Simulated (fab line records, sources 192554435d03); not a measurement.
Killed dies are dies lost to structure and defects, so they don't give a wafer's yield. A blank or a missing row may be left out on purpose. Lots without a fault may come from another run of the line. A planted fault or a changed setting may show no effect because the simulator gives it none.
Chamber matching | flow n5_finfet | N5_BEOL_M2_ETCH_74 on rie_diel-05: 4 sister chambers
The step etches underlayer in N2/H2, target depth 6.5 nm, time 5.2 s. 14 wafers are shown with their chamber, then 7 later ones without.

WAFERS WITH THEIR CHAMBER
wafer  | chamber | showerhead_plenum_p_Torr (Torr) | throttle_valve_pct (%) | oes_product_au (a.u.)
L479.2 | 3       | 2.51                            | 17.57                  | 0.61
L479.3 | 2       | 2.63                            | 17.35                  | 0.61
L479.4 | 1       | 2.51                            | 18.23                  | 0.58
L483.3 | 3       | 2.50                            | 17.58                  | 0.61
L483.5 | 3       | 2.50                            | 17.60                  | 0.61
L483.6 | 0       | 2.71                            | 17.81                  | 0.75
L485.1 | 2       | 2.62                            | 17.40                  | 0.60
L485.2 | 3       | 2.50                            | 17.58                  | 0.59
L485.4 | 2       | 2.62                            | 17.38                  | 0.61
L488.1 | 2       | 2.62                            | 17.41                  | 0.61
L488.2 | 0       | 2.71                            | 17.80                  | 0.72
L488.6 | 3       | 2.50                            | 17.58                  | 0.61
L490.1 | 2       | 2.62                            | 17.45                  | 0.60
L490.3 | 0       | 2.70                            | 17.84                  | 0.71

SIGNATURES (means of the wafers above)
reading                  | chamber 0 | chamber 1 | chamber 2 | chamber 3 | scatter within a chamber
showerhead_plenum_p_Torr | 2.7067    | 2.5100    | 2.6220    | 2.5020    | 0.00476
throttle_valve_pct       | 17.8167   | 18.2300   | 17.3980   | 17.5820   | 0.0261
oes_product_au           | 0.7267    | 0.5800    | 0.6060    | 0.6060    | 0.0114
Rule: a wafer's distance from a chamber is the root of the sum, over the readings, of the square of ((its reading less the chamber's mean) divided by the reading's scatter). The wafer belongs to the nearest chamber; if the next one is less than 2 further off, it can't be placed. The scatter: the root of (the sum of the squares of (reading less its chamber's mean) over the shown wafers, divided by (wafers less chambers)).

WAFERS WITHOUT THEIR CHAMBER
wafer  | showerhead_plenum_p_Torr (Torr) | throttle_valve_pct (%) | oes_product_au (a.u.)
L490.5 | 2.51                            | 17.80                  | 0.81
L496.2 | 2.61                            | 17.45                  | 0.59
L496.3 | 2.70                            | 17.86                  | 0.71
L496.6 | 2.49                            | 17.63                  | 0.59
L497.2 | 2.61                            | 17.43                  | 0.59
L497.3 | 2.70                            | 17.86                  | 0.70
L497.4 | 2.49                            | 17.63                  | 0.59

WHICH CHAMBER EACH WENT THROUGH
wafer  | from the rows above | in truth
L490.5 | 3                   | 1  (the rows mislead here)
L496.2 | 2                   | 2
L496.3 | 0                   | 0
L496.6 | 3                   | 3
L497.2 | 2                   | 2
L497.3 | 0                   | 0
L497.4 | 3                   | 3
Placed correctly: 6 of 7. Can't be placed from these rows: 0. Placed wrongly: 1.
